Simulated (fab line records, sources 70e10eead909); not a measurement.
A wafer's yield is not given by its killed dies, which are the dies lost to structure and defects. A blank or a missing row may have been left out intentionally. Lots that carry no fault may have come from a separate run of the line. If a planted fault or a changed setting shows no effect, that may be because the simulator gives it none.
The tool behind it: which one? / flow nand_harc / Sampling: 6 lots, 18 wafers, 5 of 1159 route steps

## WHAT EACH GAUGE READ, for each wafer
NHARC_END_SORT_01.
lot=L791; measured=day 21 17:22; on=prober-01; defect_limited_yield (%)=0 0 0

## TOOL THAT RAN EACH LOT (tool first, then ch and the chambers of the sampled wafers, then the start)
lot=L785; NHARC_A_BLC_ETCH_18=rie_diel-10 ch 0,2,3, day 17 22:11 or earlier; NHARC_A_BLC_DEGAS_30=pvd_sputter-02, day 17 22:11; NHARC_A_BLC_PVD_32=pvd_sputter-02, day 18 02:21 or earlier; NHARC_A_M0_DEP_00=pecvd-02 ch 1,2, day 18 02:21
lot=L791; NHARC_A_BLC_ETCH_18=rie_diel-08 ch 1,3, day 19 08:26 or earlier; NHARC_A_BLC_DEGAS_30=pvd_sputter-03, day 19 08:26; NHARC_A_BLC_PVD_32=pvd_sputter-03, day 19 09:58 or earlier; NHARC_A_M0_DEP_00=pecvd-02 ch 0,1,2, day 19 09:58
lot=L796; NHARC_A_BLC_ETCH_18=rie_diel-08 ch 0,2,3, day 20 12:08 or earlier; NHARC_A_BLC_DEGAS_30=pvd_sputter-01, day 20 12:08; NHARC_A_BLC_PVD_32=pvd_sputter-01, day 20 20:21 or earlier; NHARC_A_M0_DEP_00=pecvd-01 ch 0,1, day 20 20:21
lot=L799; NHARC_A_BLC_ETCH_18=rie_diel-08 ch 1,3, day 21 15:13 or earlier; NHARC_A_BLC_DEGAS_30=pvd_sputter-03, day 21 15:13; NHARC_A_BLC_PVD_32=pvd_sputter-03, day 21 17:07 or earlier; NHARC_A_M0_DEP_00=pecvd-02 ch 0,2, day 21 17:07
lot=L800; NHARC_A_BLC_ETCH_18=rie_diel-10 ch 2,3, day 22 01:53 or earlier; NHARC_A_BLC_DEGAS_30=pvd_sputter-01, day 22 01:53; NHARC_A_BLC_PVD_32=pvd_sputter-01, day 22 07:07 or earlier; NHARC_A_M0_DEP_00=pecvd-01 ch 1,2, day 22 07:07
lot=L802; NHARC_A_BLC_ETCH_18=rie_diel-10 ch 0,1, day 22 12:22 or earlier; NHARC_A_BLC_DEGAS_30=pvd_sputter-03, day 22 12:22; NHARC_A_BLC_PVD_32=pvd_sputter-03, day 22 13:55 or earlier; NHARC_A_M0_DEP_00=pecvd-04 ch 0,1,2, day 22 13:55
- NHARC_A_BLC_ETCH_18: etches the open film in C4F8/O2/Ar, target depth 910 nm.
- NHARC_A_BLC_DEGAS_30: time 60 s.
- NHARC_A_BLC_PVD_32: deposits Ti, target thk 5 nm, time 17.7 s.
- NHARC_A_M0_DEP_00: deposits SiOC, target thk 150 nm.

## THE ANSWER, worked out from the rows above alone
Rule: the usual values come from the lots themselves. Put in order of their means at a reading, lots are off if they are a third of the lots or fewer, leave a main group of 4 or more, and stand apart from it by a gap of 3 or more times the standard deviation of the main group's means; of several such gaps the widest counts. If all means in a main group match to the digits the tables above print for the reading, that group is not used. Also off: a lot with no number at a reading for which 4 or more lots have one. Where the step has rows for the other lots, those lots are counted as sound.
None of the lots is off at any reading shown; this tells nothing.

## WHAT THE SIMULATOR PUT IN
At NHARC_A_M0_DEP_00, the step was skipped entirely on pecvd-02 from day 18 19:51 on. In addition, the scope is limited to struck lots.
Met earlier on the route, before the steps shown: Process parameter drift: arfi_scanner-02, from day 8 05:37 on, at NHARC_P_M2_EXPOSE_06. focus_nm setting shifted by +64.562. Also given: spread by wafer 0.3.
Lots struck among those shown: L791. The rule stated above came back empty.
